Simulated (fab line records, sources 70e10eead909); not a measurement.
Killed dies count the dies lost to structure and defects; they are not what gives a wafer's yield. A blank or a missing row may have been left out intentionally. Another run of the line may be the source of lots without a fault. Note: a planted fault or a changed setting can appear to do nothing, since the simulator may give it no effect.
Comparing a struck lot with a sound one || flow nand harc || 14 out of 1302 route steps
Sound: wafers L624.1, L624.3, L624.6. Wafers L634.1, L634.2, L634.3 were the ones struck. The cause comes at the end.
For every step that has rows: the tool of each side, followed by ch and its chambers, followed by its first start. Under that, the readings that differ: sound wafers || struck wafers || difference of the means || sigmas: that difference in standard deviations of wafers without a fault.
alike: words and numbers the same on both sides, and readings whose means are apart by under 2 such deviations; not compared: readings that were withheld, readings missing a value for some wafer, numbers with overlapping values and no deviation given by the record, and bounds like >300 which may hide the same value.
The two part at a step that has a row with sigmas, a row that says differs or no value, or rows on one side only. When numbers do not overlap yet have no deviation, they are printed without sigmas and do not part them. A reading that every wafer of one side lacks parts them only if that side has two wafers or more.

NHARC_P_M1_CD_MEAS_09: the cd target is 130 nm.
  sound on cd sem-02 ch 0, day 6 08:26; struck on cd sem-01 ch 0, day 10 16:18
  alike: cd nm
NHARC_P_M1_OVL_MEAS_10: pitch 260 nm.
  sound on overlay-01, day 6 08:31; struck on overlay-01, day 10 16:23
  alike: overlay x nm, overlay y nm
NHARC_P_M1_INSPECT_11:
  sound on defect inspect-02, day 6 08:33; struck on defect inspect-02, day 10 16:25
  alike: raw defect count
NHARC_P_M1_DESCUM_14: chemistry O2, time 3 s.
  sound on rie diel-11 ch 0,1,3, day 6 08:37; struck on rie diel-11 ch 0,1,3, day 10 16:29
  alike: chamber pressure mTorr, drypump motor current A, oes product au, rf vpp V, showerhead plenum p Torr, throttle valve pct
  not compared: rf hours counter h
then, 1 step without rows for these wafers: NHARC_P_M1_ETCH_35 (etches the open film in N2/H2, target depth 40 nm, overetch 12 nm, time 43.94 s).
NHARC_P_M1_ETCH_15: etches the open film in C4F8/Ar, target depth 182.5 nm, time 91.2 s.
  sound on rie diel-11 ch 0,2,3; struck on rie diel-11 ch 0,1,2
  alike: chamber pressure mTorr, oes product au, rf vpp V
  not compared: rf hours counter h
NHARC_P_M1_CD_MEAS_16:
  sound on cd sem-01, day 6 08:55; struck on cd sem-01, day 10 16:51
{"reading": "cd nm (nm)", "sound": "130.3 129.6 128.8", "struck": "130.6 132.4 130.9", "difference": "+1.7", "sigmas": "+2"}
then, 1 step without rows for these wafers: NHARC_P_M1_STRIP_18 (strips in N2/H2).
NHARC_P_M1_ETCH_28: etches the open film in CF4/N2, target depth 30 nm, time 72.99 s.
  sound on rie diel-05 ch 1,2; struck on rie diel-07 ch 0,1,2
  alike: chamber pressure mTorr, drypump motor current A, n2 flow sccm, oes product au, rf vpp V, showerhead plenum p Torr, throttle valve pct
  not compared: rf hours counter h
then, 1 step without rows for these wafers: NHARC_P_M1_STRIP_19 (strips in post etch residue remover, time 600 s).
NHARC_P_M1_DEGAS_29: time 60 s.
  sound on pvd sputter-02, day 6 09:38; struck on pvd sputter-03, day 10 17:45
  alike: heater power w
NHARC_P_M1_PRE_CLEAN_30: time 30 s.
  sound on pvd sputter-02; struck on pvd sputter-03
  alike: heater power w
NHARC_P_M1_PVD_20: deposits TaN, target thk 5 nm, time 8.06 s.
  sound on pvd sputter-02, day 6 09:44; struck on pvd sputter-03, day 10 17:52
  no value came back on the struck wafers for bias v (V), cathode dc power W (W), throttle valve pct (%); on the sound wafers bias v (V) reads 167.7 169.1 169.1
then, 1 step without rows for these wafers: NHARC_P_M1_PVD_21 (deposits Cu, target thk 30 nm, time 20.49 s).

## WHERE THEY PART
At NHARC_P_M1_CD_MEAS_16 first; at NHARC_P_M1_PVD_20 last (within this record only).

WHY: the cause the simulator had injected
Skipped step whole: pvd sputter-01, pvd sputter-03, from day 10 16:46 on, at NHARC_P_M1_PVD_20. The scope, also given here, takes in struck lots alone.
